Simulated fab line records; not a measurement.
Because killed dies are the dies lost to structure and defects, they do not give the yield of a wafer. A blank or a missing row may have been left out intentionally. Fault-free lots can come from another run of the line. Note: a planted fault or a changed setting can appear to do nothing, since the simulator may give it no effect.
fab line records	flow nand_harc
record lots=12	wafers=36	last_day=25
route steps=1159 shown P_GATE@185
lots that met no fault: taken from a fault-free run of the same line
start_h: the number of hours between the record's first day and the start of the first shown wafer of the lot	wait_h: hours since the lot's step before	" identical to the entry in the row above	L1.1+2: a single row standing in for several wafers	- no value present, or no start provided	* or withheld: withheld	< > ~ a bound
route shown NAME@n: names a module that has steps shown in the file, with the first one's number in the route	usual: mean/standard deviation of fault-free wafers	same: alike in all rows	chamber/n: place in a boat	sites: readings site by site	_std_site: standard deviation across them	_edge_site: mean of outer sites minus mean of inner sites	radius_mm: for every site, how far away it sits from the centre of the wafer	mask NAME#n: copy n	behind: the tool/chamber that last shaped the wafer	hold: reason for holding the lot/hours on hold/outcome of the hold	device: the transistor (n, p or np) that didn't switch	end of line: tests of these same wafers at the route's end	a step with no rows: only its recipe	killed: dies lost to structure and defects at the first sort, not the wafer's yield	map: a wafer's dies, x killed, . not, _ none there
set.NAME: the run value of the setting; set.NAME@STEP: its run value at that earlier step	model.NAME: the simulator's own value behind a step, which no gauge read
the route's steps for a sample of lots (tables are steps, rows are wafers)
services: from which hour (start_h, from the record's first day; less than 0 if before it) a tool's chamber was out of use, for how many hours, and why
## steps
# step NHARC_P_GATE_CD_MEAS_59
# recipe target_cd_nm=720	landing_energy_ev=500
# usual cd_nm=720.9/1.5
# same landing_energy_ev=500
lot.wafer	tool	chamber	start_h	wait_h	cd_nm
L875.1	cd_sem-01	0	118.86	-	720.4
L875.4	"	0	"	"	719.3
L875.5	"	0	"	"	721.5
L876.1	cd_sem-01	0	119.04	-	720.1
L876.5	"	0	"	"	719.6
L876.6	"	0	"	"	723.0
L877.1	cd_sem-03	0	126.86	-	719.5
L877.4	"	0	"	"	723.7
L877.6	"	0	"	"	720.5
L878.1	cd_sem-03	0	132.30	-	720.6
L878.4	"	0	"	"	718.8
L878.6	"	0	"	"	722.0
L882.1	cd_sem-02	0	157.46	-	721.9
L882.3	"	0	"	"	722.6
L882.6	"	0	"	"	721.4
L886.1	cd_sem-01	0	177.68	-	722.3
L886.2	"	0	"	"	722.3
L886.6	"	0	"	"	722.9
L887.1	cd_sem-01	0	185.38	-	720.1
L887.3	"	0	"	"	720.6
L887.5	"	0	"	"	718.7
L889.1	cd_sem-01	0	199.09	-	720.9
L889.2	"	0	"	"	720.2
L889.4	"	0	"	"	718.1
L891.1	cd_sem-01	0	211.52	-	718.9
L891.5	"	0	"	"	719.8
L891.6	"	0	"	"	719.7
L893.3	cd_sem-01	0	221.70	-	718.1
L893.4	"	0	"	"	717.3
L893.6	"	0	"	"	722.5
L894.1	cd_sem-03	0	222.44	-	723.5
L894.2	"	0	"	"	720.9
L894.6	"	0	"	"	720.9
L896.1	cd_sem-01	0	245.40	-	721.1
L896.3	"	0	"	"	722.6
L896.6	"	0	"	"	722.3
# step NHARC_P_GATE_DESCUM_61
# recipe time_s=3	o2_flow_sccm=200	ar_flow_sccm=0	bias_power_w=0	chemistry=O2
# usual drypump_motor_current_A=5.8/0.46	oes_product_au=0.998/0.0089	rf_vpp_V=57.7/0.85	showerhead_plenum_p_Torr=1.91/0.086	throttle_valve_pct=11.311/0.0091
# same time_s=3
lot.wafer	tool	chamber	start_h	wait_h	drypump_motor_current_A	oes_product_au	rf_hours_counter_h	rf_vpp_V	showerhead_plenum_p_Torr	throttle_valve_pct
L875.4	rie_diel-13	3	119.02	-	5.4	0.989	3	57.6	1.79	11.315
L875.1	"	0	"	"	5.6	0.987	3	57.5	1.96	11.309
L875.5	"	3	"	"	5.4	0.995	-	58.7	1.79	11.297
L876.1	rie_diel-13	2	119.24	-	6.5	1.007	4	56.9	1.78	11.299
L876.6	"	3	"	"	5.4	0.986	-	56.5	1.79	11.318
L876.5	"	0	"	"	5.7	0.981	-	58.5	1.96	11.288
L877.1	rie_diel-04	0	127.04	-	5.9	1.008	1	57.4	1.96	11.303
L877.4	"	2	"	"	5.8	0.999	1	58.7	1.90	11.302
L877.6	"	3	"	"	5.1	0.998	-	57.1	1.83	11.312
L878.1	rie_diel-04	1	132.48	-	5.5	0.985	2	57.3	2.05	11.300
L878.4	"	2	"	"	5.8	0.990	1	59.3	1.90	11.304
L878.6	"	3	"	"	5.1	0.997	-	58.7	1.83	11.319
L882.1	rie_diel-06	0	157.62	-	5.9	0.995	31	58.3	1.97	11.318
L882.3	"	2	"	"	6.4	1.009	33	57.2	1.97	11.316
L882.6	"	0	"	"	5.9	0.997	-	57.0	1.97	11.309
L886.1	rie_diel-04	3	177.85	-	5.1	0.996	8	58.5	1.83	11.304
L886.2	"	0	"	"	5.9	0.993	9	56.7	1.96	11.294
L886.6	"	3	"	"	5.1	0.994	-	57.5	1.83	11.301
L887.1	rie_diel-13	0	185.54	-	5.6	0.973	27	58.9	1.95	11.295
L887.3	"	1	"	"	5.3	0.995	27	58.2	1.82	11.312
L887.5	"	1	"	"	5.3	0.996	-	57.2	1.82	11.306
L889.1	rie_diel-13	1	199.26	-	5.3	1.010	32	56.5	1.82	11.306
L889.2	"	2	"	"	6.5	1.006	34	57.6	1.77	11.303
L889.4	"	3	"	"	5.4	0.993	31	57.0	1.79	11.316
L891.1	rie_diel-04	3	211.70	-	5.1	1.001	19	56.9	1.82	11.302
L891.6	"	2	"	"	5.9	0.998	-	58.3	1.89	11.312
L891.5	"	3	"	"	5.1	0.988	-	58.0	1.83	11.333
L893.3	rie_diel-04	3	221.86	-	5.1	0.988	20	58.2	1.82	11.308
L893.4	"	1	"	"	5.5	0.993	21	57.3	2.05	11.319
L893.6	"	3	"	"	5.1	1.002	-	57.9	1.82	11.324
L894.1	rie_diel-13	1	222.60	-	5.3	1.004	41	57.0	1.82	11.317
L894.2	"	3	"	"	5.4	0.991	39	56.4	1.78	11.323
L894.6	"	1	"	"	5.3	0.997	-	56.9	1.82	11.317
L896.1	rie_diel-04	3	245.58	-	5.1	1.002	24	58.2	1.82	11.295
L896.3	"	0	"	"	5.8	0.986	24	56.2	1.96	11.287
L896.6	"	3	"	"	5.1	0.996	-	58.3	1.82	11.296
# step NHARC_P_GATE_STRIP_112
# recipe power_w=1500	temp_c=110	time_s=200	chemistry=N2/H2
# usual drypump_motor_current_A=5.39/0.28	heater_power_w=92/9.8
# same time_s=200
lot.wafer	tool	chamber	start_h	wait_h	drypump_motor_current_A	heater_power_w	rf_hours_counter_h
L875.1	plasma_asher-02	0	119.43	0.2	5.61	80	32
L875.4	"	0	"	"	5.58	79	-
L875.5	"	0	"	"	5.59	79	-
L876.1	plasma_asher-02	1	119.76	0.4	5.75	88	33
L876.5	"	0	"	"	5.60	80	-
L876.6	"	1	"	"	5.71	87	-
L877.1	plasma_asher-02	0	127.44	0.2	5.61	78	34
L877.4	"	1	"	"	5.69	88	-
L877.6	"	1	"	"	5.73	88	-
L878.1	plasma_asher-01	0	132.82	0.2	5.10	93	6
L878.4	"	0	"	"	5.11	94	-
L878.6	"	1	"	"	5.16	106	-
L882.1	plasma_asher-01	1	157.99	0.2	5.13	105	13
L882.3	"	1	"	"	5.13	106	-
L882.6	"	1	"	"	5.13	103	-
L886.2	plasma_asher-01	0	178.24	0.2	5.10	94	23
L886.1	"	1	"	"	5.13	107	23
L886.6	"	1	"	"	5.13	105	-
L887.1	plasma_asher-01	0	186.71	1.0	5.10	93	29
L887.3	"	0	"	"	5.11	92	-
L887.5	"	0	"	"	5.11	94	-
L889.1	plasma_asher-01	1	199.62	0.2	5.13	106	33
L889.2	"	0	"	"	5.09	94	33
L889.4	"	1	"	"	5.14	108	-
L891.1	plasma_asher-01	1	212.06	0.2	5.14	105	36
L891.6	"	1	"	"	5.14	108	-
L891.5	"	0	"	"	5.10	96	-
L893.3	plasma_asher-02	1	222.43	0.3	5.72	86	-
L893.4	"	0	"	"	5.58	79	-
L893.6	"	1	"	"	5.77	90	-
L894.1	plasma_asher-02	0	222.97	0.2	5.58	79	11
L894.2	"	1	"	"	5.75	87	11
L894.6	"	1	"	"	5.76	86	-
L896.1	plasma_asher-01	1	245.98	0.2	5.13	104	48
L896.3	"	1	"	"	5.10	104	-
L896.6	"	0	"	"	5.10	95	-
# step NHARC_P_GATE_EXPOSE_88
# recipe na=0.6	target_cd_nm=2000	dose_mj=11.87	mask_id=P_HVN
# usual exposure_dose_mJ_cm2=11.871/0.012
lot.wafer	tool	chamber	start_h	wait_h	mask	exposure_dose_mJ_cm2
L875.1	krf_scanner-03	0	120.41	-	P_HVN#0	11.869
L875.4	"	0	"	"	P_HVN#0	11.868
L875.5	"	0	"	"	P_HVN#0	11.870
L876.1	krf_scanner-04	0	120.77	-	P_HVN#0	11.868
L876.5	"	0	"	"	P_HVN#0	11.860
L876.6	"	0	"	"	P_HVN#0	11.847
L877.1	krf_scanner-03	0	128.42	-	P_HVN_R1#0	11.878
L877.4	"	0	"	"	P_HVN_R1#0	11.853
L877.6	"	0	"	"	P_HVN_R1#0	11.872
L878.1	krf_scanner-03	0	133.72	-	P_HVN#0	11.871
L878.4	"	0	"	"	P_HVN#0	11.891
L878.6	"	0	"	"	P_HVN#0	11.878
L882.1	krf_scanner-04	0	159.03	-	P_HVN#0	11.867
L882.3	"	0	"	"	P_HVN#0	11.882
L882.6	"	0	"	"	P_HVN#0	11.875
L886.1	krf_scanner-04	0	179.25	-	P_HVN#0	11.867
L886.2	"	0	"	"	P_HVN#0	11.863
L886.6	"	0	"	"	P_HVN#0	11.871
L887.1	krf_scanner-04	0	187.75	-	P_HVN#0	11.829
L887.3	"	0	"	"	P_HVN#0	11.852
L887.5	"	0	"	"	P_HVN#0	11.875
L889.1	krf_scanner-04	0	200.52	-	P_HVN#0	11.874
L889.2	"	0	"	"	P_HVN#0	11.857
L889.4	"	0	"	"	P_HVN#0	11.868
L891.1	krf_scanner-04	0	212.95	-	P_HVN#0	11.871
L891.5	"	0	"	"	P_HVN#0	11.869
L891.6	"	0	"	"	P_HVN#0	11.887
L893.3	krf_scanner-04	0	223.38	-	P_HVN#0	11.857
L893.4	"	0	"	"	P_HVN#0	11.861
L893.6	"	0	"	"	P_HVN#0	11.879
L894.1	krf_scanner-04	0	223.88	-	P_HVN#0	11.858
L894.2	"	0	"	"	P_HVN#0	11.861
L894.6	"	0	"	"	P_HVN#0	11.856
L896.1	krf_scanner-02	0	246.96	-	P_HVN#0	11.887
L896.3	"	0	"	"	P_HVN#0	11.859
L896.6	"	0	"	"	P_HVN#0	11.889
# step NHARC_P_GATE_CD_MEAS_91
# recipe target_cd_nm=2000	landing_energy_ev=500
# usual cd_nm=2000.1/1.8
# same landing_energy_ev=500
lot.wafer	tool	chamber	start_h	wait_h	cd_nm
L875.1	cd_sem-01	0	120.57	-	2000.8
L875.4	"	0	"	"	2001.0
L875.5	"	0	"	"	2003.5
L876.1	cd_sem-01	0	120.92	-	2002.1
L876.5	"	0	"	"	1999.1
L876.6	"	0	"	"	1997.8
L877.1	cd_sem-01	0	128.58	-	1963.8
L877.4	"	0	"	"	1961.7
L877.6	"	0	"	"	1965.5
L878.1	cd_sem-02	0	133.88	-	2001.3
L878.4	"	0	"	"	1999.5
L878.6	"	0	"	"	2000.7
L882.1	cd_sem-03	0	159.19	-	1998.5
L882.3	"	0	"	"	1998.6
L882.6	"	0	"	"	1999.3
L886.1	cd_sem-01	0	179.41	-	1999.2
L886.2	"	0	"	"	2000.0
L886.6	"	0	"	"	1999.5
L887.1	cd_sem-01	0	187.90	-	2000.2
L887.3	"	0	"	"	1999.8
L887.5	"	0	"	"	2002.4
L889.1	cd_sem-02	0	200.67	-	2002.8
L889.2	"	0	"	"	2001.8
L889.4	"	0	"	"	2001.3
L891.1	cd_sem-02	0	213.11	-	2001.7
L891.5	"	0	"	"	2001.3
L891.6	"	0	"	"	1999.1
L893.3	cd_sem-02	0	223.53	-	1998.5
L893.4	"	0	"	"	1997.8
L893.6	"	0	"	"	1998.4
L894.1	cd_sem-01	0	224.04	-	1998.4
L894.2	"	0	"	"	2000.7
L894.6	"	0	"	"	2000.0
L896.1	cd_sem-03	0	247.12	-	2000.3
L896.3	"	0	"	"	1997.8
L896.6	"	0	"	"	2003.7
## services
tool	chamber	start_h	hours	kind
rie_diel-13	-	99.08	9.0	pm
plasma_asher-01	-	99.52	9.0	pm
plasma_asher-01	0	99.52	9.0	vent_cycle
plasma_asher-01	1	99.52	9.0	vent_cycle
plasma_asher-01	0	108.52	-	clean
plasma_asher-01	1	108.52	-	clean
rie_diel-04	-	112.00	9.0	pm
rie_diel-04	0	112.00	9.0	vent_cycle
rie_diel-04	1	112.00	9.0	vent_cycle
rie_diel-04	2	112.00	13.2	vent_cycle
rie_diel-04	3	112.00	9.0	vent_cycle
krf_scanner-02	-	118.00	14.8	repair
krf_scanner-04	-	126.00	4.0	pm
krf_scanner-04	-	133.76	1.4	repair
krf_scanner-03	-	168.00	4.0	pm
krf_scanner-04	-	182.71	1.1	repair
plasma_asher-02	-	183.31	9.0	pm
rie_diel-06	3	190.61	4.7	repair
plasma_asher-01	-	191.68	6.0	repair
rie_diel-06	1	199.82	13.2	repair
krf_scanner-02	-	210.00	4.0	pm
rie_diel-04	-	212.19	0.4	repair
krf_scanner-02	-	222.25	0.3	repair
rie_diel-06	-	241.27	9.0	pm
## key
first_sign step=NHARC_P_GATE_EXPOSE_88	reading=mask	direction=changed
effect step=NHARC_P_GATE_CD_MEAS_91	reading=cd_nm	direction=down	sigmas=21	usual=2000.1	struck=1963.7
met_at NHARC_P_GATE_EXPOSE_88
struck_lots L877
tester_left_out L877
not_acting_at NHARC_P_GATE_CD_MEAS_59,NHARC_P_GATE_DESCUM_61,NHARC_P_GATE_STRIP_112
onset_between 120.41 128.42
fault kind=wrong_mask	tool=any	chamber=-	onset_h=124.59	steps=NHARC_P_GATE_EXPOSE_88	aux_copy=P_HVN_R1#0	cd_offset_nm=-34.217	scope=struck_lots_only
# tester_left_out: of these lots the tester's yield and bins aren't shown, on N5 and GAA mostly nor the transistor test; their killed dies are dies lost to structure and defects alone, not to doping, threshold or leakage, so they don't give the yield
